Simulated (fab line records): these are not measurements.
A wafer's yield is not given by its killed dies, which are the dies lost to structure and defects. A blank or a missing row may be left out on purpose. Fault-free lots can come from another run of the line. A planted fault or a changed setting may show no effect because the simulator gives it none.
fab line records    flow n5-finfet
[record] lots = 7  wafers = 39
route steps=1938 shown FIN_CUT@173 DUMMY_GATE@215 MOL_CONTACT_COAG@551
start-h: hours from the record's first day to the start of the lot's first wafer shown    wait-h: time in hours since the lot's previous step    " as in the row above    L1.1+2: a single row standing in for several wafers    - value missing, or start not given    * or withheld: withheld    < > ~ a bound
route shown NAME@n: NAME is a module with steps in the file, n the number in the route of the first one    usual: mean/standard deviation of fault-free wafers    same: alike in all rows    chamber/n: place in a boat    sites: per-site readings    _std_site: standard deviation of those values    _edge_site: inner sites' mean taken away from outer sites' mean    radius-mm: how far each site lies from the wafer's centre    mask NAME#n: copy n    behind: the last tool/chamber to shape the wafer    hold: why the lot went on hold/how many hours it stayed there/how the hold came to an end    device: transistor that didn't switch, given as n, p or np    end of line: the same wafers' tests at the end of the route    step lacking rows: just its recipe    killed: the dies lost at the first sort to structure and to defects; this is not the yield of the wafer    map: a wafer's dies, x killed, . not, _ none there
set.NAME: the setting the step ran with; set.NAME@STEP: the setting that earlier step ran with    model.NAME: the simulator's own value behind a step, which no gauge read
one table per step and one row per wafer, for lots whose settings were changed on purpose
[[steps]]
[step N5_FIN_CUT_CUT_ETCH_26]
[recipe] chemistry = CH3F/O2  target = SiNx  target-depth-a = 390  mask-material = SOC  time-s = 55.7  pressure-mtorr = 30  source-w = 395  bias-w = 73  Ar_flow_sccm = 150  CH3F_flow_sccm = 30  O2_flow_sccm = 20  ion-energy-ev = 120
[usual] rf-vpp-V = 299/5.1
lot.wafer  tool         chamber  start-h  wait-h  set.source-w  rf-vpp-V
L074.2     rie-diel-05  1        27.60    0.0     395           300
L074.5     "            1        "        "       395           297
L074.6     "            2        "        "       395           307
L075.1     rie-diel-02  1        35.37    0.0     451.7         273
L075.2     "            2        "        "       395           297
L075.3     "            0        "        "       451.7         282
L075.4     "            3        "        "       451.7         278
L075.5     "            0        "        "       395           303
L075.6     "            3        "        "       395           296
L079.1     rie-diel-02  0        58.87    0.0     395           301
L079.2     "            3        "        "       395           295
L079.3     "            2        "        "       395           298
L079.4     "            1        "        "       395           289
L079.5     "            3        "        "       395           296
L079.6     "            2        "        "       395           299
L080.1     rie-diel-05  2        63.89    0.0     322.6         338
L080.2     "            0        "        "       395           289
L080.3     "            1        "        "       322.6         329
L080.4     "            3        "        "       322.6         329
L080.5     "            3        "        "       395           297
L080.6     "            2        "        "       395           308
L082.1     rie-diel-02  0        76.15    0.0     395           302
L082.2     "            2        "        "       417.1         290
L082.3     "            3        "        "       395           296
L082.4     "            1        "        "       395           291
L082.5     "            3        "        "       417.1         287
L082.6     "            0        "        "       417.1         294
L087.1     rie-diel-02  3        107.71   0.0     395           294
L087.2     "            0        "        "       395           301
L087.3     "            1        "        "       362           301
L087.4     "            2        "        "       395           298
L087.5     "            0        "        "       362           315
L087.6     "            3        "        "       362           308
L095.1     rie-diel-06  2        154.31   0.0     395           297
L095.2     "            3        "        "       449.8         280
L095.3     "            1        "        "       449.8         283
L095.4     "            0        "        "       449.8         287
L095.5     "            0        "        "       395           306
L095.6     "            1        "        "       395           301
[step N5_DUMMY_GATE_CVD_03]
[recipe] material = a-Si  target-thk-a = 1500  temp-c = 530  precursor = SiH4  time-s = 8042
lot.wafer  tool      chamber  start-h  wait-h  set.temp-c  model.a-Si_of_DUMMY_GATE_CVD_03.thk-nm
L074.2     lpcvd-01  1/95     38.17    0.1     530         150.6
L074.5     "         1/109    "        "       530         151.4
L074.6     "         1/114    "        "       530         153.2
L075.1     -         -        -        0.1     550.7       267.4
L075.2     "         -        "        "       550.7       267.6
L075.3     "         -        "        "       550.7       266.2
L075.4     "         -        "        "       550.7       267.2
L075.5     "         -        "        "       550.7       267
L075.6     "         -        "        "       550.7       266.6
L079.1     -         -        -        0.1     552.9       280.8
L079.2     "         -        "        "       552.9       282
L079.3     "         -        "        "       552.9       280.4
L079.4+5   "         -        "        "       552.9       280.6
L079.6     "         -        "        "       552.9       280.2
L080.1     -         -        -        0.1     551.2       267.2
L080.2     "         -        "        "       551.2       268.6
L080.3     "         -        "        "       551.2       267.6
L080.4     "         -        "        "       551.2       269.8
L080.5     "         -        "        "       551.2       268.4
L080.6     "         -        "        "       551.2       267.4
L082.1     -         -        -        0.1     551.8       272.6
L082.2     "         -        "        "       551.8       272.8
L082.3+5   "         -        "        "       551.8       270.8
L082.4     "         -        "        "       551.8       272.2
L082.6     "         -        "        "       551.8       269.8
L087.1     -         -        -        0.1     530         151.6
L087.2     "         -        "        "       530         150.4
L087.3+6   "         -        "        "       530         151.4
L087.4     "         -        "        "       530         151.8
L087.5     "         -        "        "       530         150.8
L095.1+6   -         -        -        0.1     530         149.6
L095.2     "         -        "        "       530         150.6
L095.3     "         -        "        "       530         151.6
L095.4     "         -        "        "       530         151.4
L095.5     "         -        "        "       530         150.4
[step N5_DUMMY_GATE_PRECLEAN_46]
[recipe] chemistry = DIW  time-s = 89.5  temp-c = 23
[step N5_DUMMY_GATE_SRD_47]
[recipe] dry-time-s = 32  dry = n2-spin  spin-rpm = 1500
[step N5_DUMMY_GATE_CMP_04]
[recipe] material = a-Si  post-cmp-clean = alkaline-brush
[usual] time-to-endpoint-s = 13.9/2.3
lot.wafer  tool    chamber  start-h  wait-h  set.temp-c@DUMMY_GATE_CVD_03  time-to-endpoint-s
L074.2     cmp-02  3        43.77    0.1     530                           14.1
L074.6     "       2        "        "       530                           12.2
L074.5     "       3        "        "       530                           15.6
L075.2     cmp-01  2        48.91    0.0     550.7                         36.9
L075.3     "       3        "        "       550.7                         37.6
L075.1     "       0        "        "       550.7                         37.6
L075.4     "       1        "        "       550.7                         36.5
L075.6     "       2        "        "       550.7                         38.2
L075.5     "       3        "        "       550.7                         37.3
L079.4     cmp-03  0        72.68    0.0     552.9                         37.2
L079.1     "       1        "        "       552.9                         34.4
L079.2     "       2        "        "       552.9                         38.5
L079.3     "       3        "        "       552.9                         42.5
L079.6     "       0        "        "       552.9                         38.4
L079.5     "       1        "        "       552.9                         36.3
L080.3     cmp-01  0        77.20    0.0     551.2                         30.3
L080.2     "       1        "        "       551.2                         32.3
L080.4     "       2        "        "       551.2                         34.4
L080.1     "       3        "        "       551.2                         30.8
L080.5     "       0        "        "       551.2                         32.9
L080.6     "       1        "        "       551.2                         34.7
L082.4     cmp-01  1        89.44    0.0     551.8                         34.8
L082.1     "       2        "        "       551.8                         33.5
L082.2     "       3        "        "       551.8                         30.4
L082.3     "       0        "        "       551.8                         33.7
L082.6     "       1        "        "       551.8                         32.6
L082.5     "       2        "        "       551.8                         34.4
L087.1     cmp-03  0        121.43   0.0     530                           19.5
L087.4     "       1        "        "       530                           12.5
L087.3     "       2        "        "       530                           15.0
L087.2     "       3        "        "       530                           16.4
L087.5     "       0        "        "       530                           13.8
L087.6     "       1        "        "       530                           12.3
L095.2     cmp-02  3        167.44   0.0     530                           11.0
L095.3     "       0        "        "       530                           16.7
L095.4     "       1        "        "       530                           13.3
L095.1     "       2        "        "       530                           11.9
L095.6     "       3        "        "       530                           11.9
L095.5     "       0        "        "       530                           15.6
[step N5_DUMMY_GATE_ETCH_37]
[recipe] chemistry = N2/H2  target = SOC  target-depth-a = 600  overetch-a = 300  temp-c = 40  ion-energy-ev = 200  pressure-mtorr = 30  source-w = 840  bias-w = 150  n2-flow-sccm = 200  h2-flow-sccm = 200
[usual] rf-vpp-V = 524.1/2
lot.wafer  tool         chamber  start-h  wait-h  set.source-w  rf-vpp-V
L074.2     rie-diel-06  1        48.55    0.0     840           523.6
L074.5     "            0        "        "       840           522.2
L074.6     "            3        "        "       840           526.8
L075.1     rie-diel-06  0        53.73    0.0     759.6         539.4
L075.2     "            3        "        "       840           526.5
L075.3     "            1        "        "       840           522.7
L075.4     "            2        "        "       759.6         545.4
L075.5     "            0        "        "       759.6         539.2
L075.6     "            1        "        "       840           523.2
L079.1     rie-diel-02  0        77.77    0.0     749.6         547.4
L079.2     "            3        "        "       840           522.8
L079.3     "            2        "        "       749.6         545.2
L079.4     "            1        "        "       840           523.0
L079.5     "            2        "        "       840           524.8
L079.6     "            1        "        "       749.6         543.4
L080.1     rie-diel-05  0        82.02    0.0     708.1         552.3
L080.2     "            1        "        "       708.1         558.1
L080.3     "            2        "        "       840           526.1
L080.4     "            3        "        "       840           522.4
L080.5     "            1        "        "       840           525.0
L080.6     "            0        "        "       708.1         552.6
L082.1     rie-diel-05  1        97.35    0.0     989.5         498.2
L082.2     "            0        "        "       989.5         494.3
L082.3     "            3        "        "       840           522.5
L082.4     "            2        "        "       840           526.0
L082.5     "            3        "        "       840           523.0
L082.6     "            0        "        "       989.5         492.9
L087.1     rie-diel-06  0        126.38   0.0     894.4         511.3
L087.2     "            1        "        "       840           522.2
L087.3     "            3        "        "       840           526.7
L087.4     "            2        "        "       894.4         516.4
L087.5     "            2        "        "       894.4         515.5
L087.6     "            3        "        "       840           526.5
L095.1     rie-diel-02  2        172.45   0.0     840           522.8
L095.2     "            0        "        "       840           525.7
L095.3     "            1        "        "       840           522.5
L095.4     "            0        "        "       840           525.8
L095.5     "            2        "        "       840           524.6
L095.6     "            1        "        "       840           521.7
[step N5_DUMMY_GATE_ETCH_32]
[recipe] chemistry = CF4  target = SiO2  target-depth-a = 35  time-s = 3.9  ion-energy-ev = 350  pressure-mtorr = 10  icp-w = 800  bias-w = 400  cf4-flow-sccm = 80
lot.wafer  tool       chamber  start-h  wait-h  set.time-s  model.etch.depth-nm
L074.2     rie-si-06  3        49.15    0.1     3.9         3.553
L074.5     "          3        "        "       3.9         3.549
L074.6     "          0        "        "       3.9         3.651
L075.1     rie-si-06  2        54.29    0.1     3.437       3.002
L075.2     "          1        "        "       3.9         3.578
L075.3     "          3        "        "       3.9         3.561
L075.4     "          0        "        "       3.9         3.646
L075.5     "          2        "        "       3.437       3.005
L075.6     "          3        "        "       3.437       3.152
L079.1     rie-si-01  0        78.48    0.1     3.9         3.379
L079.2     "          2        "        "       3.209       2.733
L079.3     "          3        "        "       3.9         3.51
L079.4     "          1        "        "       3.209       2.935
L079.5     "          1        "        "       3.9         3.59
L079.6     "          0        "        "       3.209       2.806
L080.1     rie-si-06  0        82.54    0.1     3.9         3.65
L080.2     "          2        "        "       3.9         3.44
L080.3     "          3        "        "       3.9         3.577
L080.4     "          2        "        "       3.9         3.411
L080.5     "          3        "        "       3.9         3.576
L080.6     "          0        "        "       3.9         3.666
L082.1     rie-si-02  2        98.14    0.1     4.586       3.964
L082.2     "          3        "        "       4.586       4.101
L082.3     "          0        "        "       3.9         3.41
L082.4     "          1        "        "       4.586       4.247
L082.5     "          2        "        "       3.9         3.407
L082.6     "          1        "        "       3.9         3.629
L087.1     rie-si-02  1        126.90   0.1     3.561       3.308
L087.2     "          3        "        "       3.561       3.188
L087.3     "          2        "        "       3.9         3.429
L087.4     "          0        "        "       3.9         3.454
L087.5     "          1        "        "       3.9         3.625
L087.6     "          2        "        "       3.561       3.149
L095.1     rie-si-06  2        173.06   0.1     4.681       4.119
L095.2     "          3        "        "       4.681       4.28
L095.3     "          0        "        "       3.9         3.626
L095.4     "          1        "        "       3.9         3.532
L095.5     "          1        "        "       3.9         3.476
L095.6     "          2        "        "       4.681       4.18
[step N5_MOL_CONTACT_COAG_SPUTTER_130]
[recipe] material = Co  target-thk-a = 475  temp-c = 25  chamber-pressure-pa = 0.5  power-w = 3000
lot.wafer  tool            chamber  start-h  wait-h  set.power-w  model.Co_of_MOL_CONTACT_COAG_SPUTTER_130.thk-nm
L074.2     pvd-sputter-02  -        96.99    0.0     3000         48.2
L074.5     "               -        "        "       3000         47.4
L074.6     "               -        "        "       3000         47.8
L075.1+6   pvd-sputter-03  -        103.35   0.0     2560         40.4
L075.2     "               -        "        "       3000         47.4
L075.3     "               -        "        "       3000         46.8
L075.4     "               -        "        "       2560         40.2
L075.5     "               -        "        "       3000         47.2
L079.1     pvd-sputter-02  -        128.31   0.0     3000         47.4
L079.2     "               -        "        "       3000         48
L079.3+6   "               -        "        "       3363         53.6
L079.4     "               -        "        "       3000         47.8
L079.5     "               -        "        "       3363         53
L080.1     pvd-sputter-03  -        131.49   0.0     3000         47
L080.2     "               -        "        "       2599         40.2
L080.3+6   "               -        "        "       3000         46.8
L080.4     "               -        "        "       2599         41
L080.5     "               -        "        "       2599         40.8
L082.1     pvd-sputter-03  -        143.34   0.0     3532         55.8
L082.2+6   "               -        "        "       3000         47.2
L082.3+5   "               -        "        "       3532         56
L082.4     "               -        "        "       3000         47.6
L087.1     pvd-sputter-01  -        172.00   0.0     3185         49.6
L087.2     "               -        "        "       3000         47.8
L087.3     "               -        "        "       3185         50.2
L087.4     "               -        "        "       3000         48.2
L087.5     "               -        "        "       3185         49.8
L087.6     "               -        "        "       3000         48
L095.1     pvd-sputter-03  -        216.18   0.0     3000         47
L095.2     "               -        "        "       2516         39.6
L095.3     "               -        "        "       3000         47.2
L095.4     "               -        "        "       2516         38.8
L095.5     "               -        "        "       2516         39
L095.6     "               -        "        "       3000         46.8
[[key]]
[split] step = N5_FIN_CUT_CUT_ETCH_26  setting = source-w  stated = 395  by = wafer
[response] step = N5_FIN_CUT_CUT_ETCH_26  reading = rf-vpp-V  change = -1.55  per = 1%  r = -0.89
[split] step = N5_DUMMY_GATE_CVD_03  setting = temp-c  stated = 530  by = lot
[response] step = N5_DUMMY_GATE_CVD_03  reading = model.a-Si_of_DUMMY_GATE_CVD_03.thk-nm  change = +29.6  per = 1%  r = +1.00
[response] step = N5_DUMMY_GATE_CMP_04  reading = time-to-endpoint-s  change = *  per = 1%  r = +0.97
[split] step = N5_DUMMY_GATE_ETCH_37  setting = source-w  stated = 840  by = wafer
[response] step = N5_DUMMY_GATE_ETCH_37  reading = rf-vpp-V  change = -1.78  per = 1%  r = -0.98
[split] step = N5_DUMMY_GATE_ETCH_32  setting = time-s  stated = 3.9  by = wafer
[response] step = N5_DUMMY_GATE_ETCH_32  reading = model.etch.depth-nm  change = +0.036  per = 1%  r = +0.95
[split] step = N5_MOL_CONTACT_COAG_SPUTTER_130  setting = power-w  stated = 3000  by = wafer
[response] step = N5_MOL_CONTACT_COAG_SPUTTER_130  reading = model.Co_of_MOL_CONTACT_COAG_SPUTTER_130.thk-nm  change = +0.47  per = 1%  r = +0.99
